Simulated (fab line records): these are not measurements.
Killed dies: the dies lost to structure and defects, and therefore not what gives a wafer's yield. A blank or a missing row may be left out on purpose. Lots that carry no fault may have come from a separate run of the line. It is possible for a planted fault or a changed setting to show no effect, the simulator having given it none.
Which tool is to blame?	flow n5_finfet	35 wafers from 12 lots sampled at 4 of the route's 1938 steps

WHAT THE GAUGES SHOWED, per wafer
N5_BEOL_M0_SAQP_CD_MEAS_40: target cd 30 nm.
lot	measured	on	cd_nm (nm)
L297	day 5 18:22	cd_sem-01	29.77 30.04
L300	day 6 08:24	cd_sem-03	29.77 29.69 29.84
L301	day 6 20:02	cd_sem-02	30.17 29.80 29.51
L302	day 7 01:22	cd_sem-01	29.73 29.76 29.88
L303	day 7 03:49	cd_sem-01	29.88 29.69 30.24
L307	day 8 08:12	cd_sem-03	29.75 30.11 29.94
L308	day 8 16:01	cd_sem-01	29.96 30.35 30.09
L309	day 9 00:51	cd_sem-01	30.41 30.13 30.53
L312	day 9 12:05	cd_sem-02	29.94 30.01 29.72
L313	day 9 14:52	cd_sem-03	30.06 29.92 30.11
L314	day 9 22:46	cd_sem-02	29.82 29.97 29.89
L320	day 11 15:13	cd_sem-03	30.02 30.12 29.96

N5_BEOL_M0_CUTY_OVL_MEAS_58.
lot	measured	on	M0_ABLK_OVL (nm)
L297	day 5 20:31	overlay-01	-1.2 -1.0
L300	day 6 10:03	overlay-01	-0.4 0.0 -0.5
L301	day 6 21:31	overlay-02	-0.4 0.0 -0.3
L302	day 7 02:57	overlay-02	-1.1 -1.9 -1.3
L303	day 7 05:38	overlay-02	0.4 -0.3 -1.4
L307	day 8 09:46	overlay-02	5.5 5.4 5.2
L308	day 8 17:20	overlay-02	5.7 5.3 5.4
L309	day 9 02:38	overlay-02	6.1 5.4 6.1
L312	day 9 13:34	overlay-01	-0.3 0.2 0.8
L313	day 9 16:40	overlay-02	-1.3 -0.7 -0.9
L314	day 10 00:18	overlay-01	0.6 0.2 0.5
L320	day 11 16:33	overlay-02	0.1 0.1 0.5

EACH LOT AND THE TOOL THAT RAN IT (in order: tool; ch and the chambers of the sampled wafers; start)
lot	N5_BEOL_M0_SAQP_DESCUM_45	N5_BEOL_M0_CUTY_EXPOSE_54
L297	rie_diel-06 ch 0,3, day 5 18:59	arfi_scanner-03 ch 0, day 5 20:22
L300	rie_diel-06 ch 0,2,3, day 6 08:40	arfi_scanner-02 ch 0, day 6 09:54
L301	rie_diel-04 ch 1,2, day 6 20:10	arfi_scanner-01 ch 0, day 6 21:22
L302	rie_diel-04 ch 1,2,3, day 7 01:32	arfi_scanner-02 ch 0, day 7 02:48
L303	rie_diel-02 ch 2,3, day 7 04:16	arfi_scanner-01 ch 0, day 7 05:29
L307	rie_diel-02 ch 1,3, day 8 08:19	arfi_scanner-01 ch 0, day 8 09:37
L308	rie_diel-06 ch 0,1, day 8 16:08	arfi_scanner-01 ch 0, day 8 17:11
L309	rie_diel-06 ch 0,1,3, day 9 01:17	arfi_scanner-01 ch 0, day 9 02:29
L312	rie_diel-02 ch 0,2, day 9 12:13	arfi_scanner-03 ch 0, day 9 13:25
L313	rie_diel-02 ch 1,3, day 9 15:16	arfi_scanner-02 ch 0, day 9 16:31
L314	rie_diel-06 ch 0,1, day 9 23:05	arfi_scanner-02 ch 0, day 10 00:09
L320	rie_diel-02 ch 0,2, day 11 15:20	arfi_scanner-03 ch 0, day 11 16:24
- N5_BEOL_M0_SAQP_DESCUM_45: chemistry O2, time 7 s.
- N5_BEOL_M0_CUTY_EXPOSE_54: exposes mask M0 ABLK.

WHAT THE TOOLS THEMSELVES READ (means of the sampled wafers that have a number; where no wafer has one, the mark that the record gives instead)
N5_BEOL_M0_SAQP_DESCUM_45.
lot	tool	drypump_motor_current_A (A)	oes_product_au (a.u.)	rf_vpp_V (V)	showerhead_plenum_p_Torr (Torr)	throttle_valve_pct (%)
L297	rie_diel-06	4.8	0.73	244.2	2.08	20.55
L300	rie_diel-06	4.7	0.71	242.5	2.04	20.53
L301	rie_diel-04	5.3	0.80	243.5	2.12	20.36
L302	rie_diel-04	5.4	0.79	243.9	2.15	20.57
L303	rie_diel-02	5.6	0.71	245.0	2.17	20.73
L307	rie_diel-02	5.9	0.70	242.8	2.10	20.67
L308	rie_diel-06	5.1	0.79	242.1	2.02	20.58
L309	rie_diel-06	5.1	0.78	243.5	2.07	20.55
L312	rie_diel-02	5.6	0.78	244.3	2.19	20.56
L313	rie_diel-02	5.9	0.91	243.1	2.10	20.38
L314	rie_diel-06	5.1	0.79	241.4	2.02	20.60
L320	rie_diel-02	5.7	0.82	245.0	2.20	20.40

N5_BEOL_M0_CUTY_EXPOSE_54.
lot	tool	reticle_temp_C (C)
L297	arfi_scanner-03	23.06
L300	arfi_scanner-02	22.82
L301	arfi_scanner-01	22.96
L302	arfi_scanner-02	22.96
L303	arfi_scanner-01	22.88
L307	arfi_scanner-01	23.14
L308	arfi_scanner-01	23.15
L309	arfi_scanner-01	23.03
L312	arfi_scanner-03	23.09
L313	arfi_scanner-02	22.97
L314	arfi_scanner-02	22.94
L320	arfi_scanner-03	22.98

THE ANSWER, worked out from the rows above alone
Rule: what is usual is taken from the lots themselves. Put in order of their means at a reading, lots are off if they are a third of the lots or fewer, leave a main group of 4 or more, and stand apart from it by a gap of 3 or more times the standard deviation of the main group's means; of several such gaps the widest counts. Not used: any main group whose means are identical at the precision the tables above print for the reading. Also off: a lot with no number at a reading for which 4 or more lots have one. Any other lot the step has rows for is counted as sound. First the gauges in route order, then the tools' own readings, where a lot's mean is used as printed above. At the first step where some lot is off, the reading lying furthest off is the one used; lots without a number count as furthest.
Off: at N5_BEOL_M0_CUTY_OVL_MEAS_58 (M0_ABLK_OVL), L307, L308, L309. Main group: mean -0.4 nm, sd 0.62.
If a tool, at a process step before that reading, ran all the lots that are off and no sound lot after the first of them, it fits. Gauges at N5_BEOL_M0_CUTY_OVL_MEAS_58: tried the same way as those tools. One candidate fits, namely arfi_scanner-01 at N5_BEOL_M0_CUTY_EXPOSE_54. Its last sound lot is L303 (day 7 05:29), its first lot that is off L307 (day 8 09:37): a fault that began between those two fits.

WHAT WAS PUT IN BY THE SIMULATOR
Scanner matching overlay: arfi_scanner-01, from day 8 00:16 on, at N5_BEOL_M0_CUTY_EXPOSE_54. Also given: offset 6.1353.
Lots struck among those shown: L307, L308, L309. The rule above found the same.
